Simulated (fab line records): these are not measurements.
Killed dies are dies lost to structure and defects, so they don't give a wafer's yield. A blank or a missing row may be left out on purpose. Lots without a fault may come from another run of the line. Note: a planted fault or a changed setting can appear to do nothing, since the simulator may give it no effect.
Comparing a struck lot with a sound one -- flow nand_harc -- 15 steps out of a route of 1302
Sound: the wafers L948.2, L948.3, L948.4. Struck: wafer L945.2. (L945.3, L945.6 of the same lot were not struck and are left out.) The cause comes at the end.
At each step with rows: each side's tool, then ch and its chambers, then its first start. Under that, the readings that differ: sound wafers -- struck wafers -- difference of the means -- sigmas: that difference in standard deviations of wafers without a fault.
alike: words and numbers the same on both sides, and readings whose means are apart by under 2 such deviations; not compared: readings that were withheld, readings missing a value for some wafer, numbers with overlapping values and no deviation given by the record, and bounds like >300 which may hide the same value.
Wherever a step has rows on one side only, a row that says differs or no value, or a row with sigmas, the two part there. Numbers that have no deviation but don't overlap get no sigmas and don't part them. Lack of a reading on every wafer of one side parts them only where that side has two or more wafers.

NHARC_A_CONTACT_ETCH_137: etches the open film in C4F8/O2/Ar, time 311 s, target depth 1912 nm.
  sound on har_cap_etch-01 ch 0,1, day 30 07:52; struck on har_cap_etch-01 ch 1, day 30 01:16
  alike: oes_air_line_au
  not compared: rf_hours_counter_h
then, 1 step without rows for these wafers: NHARC_A_CONTACT_ETCH_138 (etches the open film in C4F8/O2/Ar, time 311 s, target depth 1914 nm).
NHARC_A_CONTACT_ETCH_139: etches the open film in C4F8/O2/Ar, time 195 s, target depth 840 nm.
  sound on har_cap_etch-01 ch 0,1, day 30 08:23; struck on har_cap_etch-01 ch 1, day 30 01:49
  alike: oes_air_line_au
  not compared: rf_hours_counter_h
NHARC_A_CONTACT_ETCH_92: etches the open film in CH3F/O2, target depth 40 nm, time 85.7 s.
  sound on rie_diel-12 ch 0,1,3, day 30 09:25; struck on rie_diel-07 ch 3, day 30 02:20
reading,sound,struck,difference,sigmas
oes_product_au (a.u.),0.903 0.919 0.924,1.000,+0.085,+4
rf_hours_counter_h (h),15 15 15,14,-1,
rf_vpp_V (V),246.4 244.8 245.2,241.1,-4.4,-3
showerhead_plenum_p_Torr (Torr),2.56 2.51 2.45,2.31,-0.20,-2
throttle_valve_pct (%),20.682 20.668 20.654,20.649,-0.019,-2
  alike: drypump_motor_current_A
then, 1 step without rows for these wafers: NHARC_A_CONTACT_ETCH_98 (etches the open film in C4F6/O2, target depth 20 nm, time 10 s).
NHARC_A_CONTACT_CD_MEAS_15:
  struck on cd_sem-02, day 30 02:32; sound on cd_sem-01, day 30 09:37
  alike: cd_nm
then, 4 steps without rows for these wafers: NHARC_A_CONTACT_STRIP_107 (strips in N2/H2); NHARC_A_CONTACT_STRIP_108 (strips in CF4/CHF3); NHARC_A_CONTACT_STRIP_109 (strips in O2/COS); NHARC_A_CONTACT_ETCH_110 (etches the open film in CF4/O2, target depth 60 nm, overetch 6 nm, time 33 s).
NHARC_A_CONTACT_STRIP_26: strips in O2.
  sound on rie_diel-12 ch 0,1,2; struck on rie_diel-12 ch 3
reading,sound,struck,difference,sigmas
rf_hours_counter_h (h),14 15 15,13,-2,
throttle_valve_pct (%),17.061 17.032 17.034,17.021,-0.021,-2
  alike: drypump_motor_current_A, oes_product_au, rf_vpp_V, showerhead_plenum_p_Torr
then, 1 step without rows for these wafers: NHARC_A_CONTACT_STRIP_27 (strips in post etch residue remover, time 600 s).
NHARC_A_CONTACT_ALD_18: deposits TiN, target thk 3 nm, pulse time 1 s, ald cycles 150.
  sound on ald_metal-04 ch 0,2,3, day 30 10:34; struck on ald_metal-02 ch 2, day 30 03:31
reading,sound,struck,difference,sigmas
ald_cycles,150 150 150,180,+30,
  alike: heater_power_w, precursor_pulse_height_rel
NHARC_A_CONTACT_CVD_19: deposits W, target thk 300 nm, time 802 s.
  sound on cvd_w-01 ch 1; struck on cvd_w-01 ch 1
  alike: heater_power_w, throttle_valve_pct
NHARC_END_SORT_01:
  the record has rows for the sound wafers here (prober-02 ch 0, day 33 01:45) and none for the struck ones

WHERE THEY PART
Earliest at NHARC_A_CONTACT_ETCH_92; latest, in this record, at NHARC_END_SORT_01.

WHY: the cause the simulator had injected
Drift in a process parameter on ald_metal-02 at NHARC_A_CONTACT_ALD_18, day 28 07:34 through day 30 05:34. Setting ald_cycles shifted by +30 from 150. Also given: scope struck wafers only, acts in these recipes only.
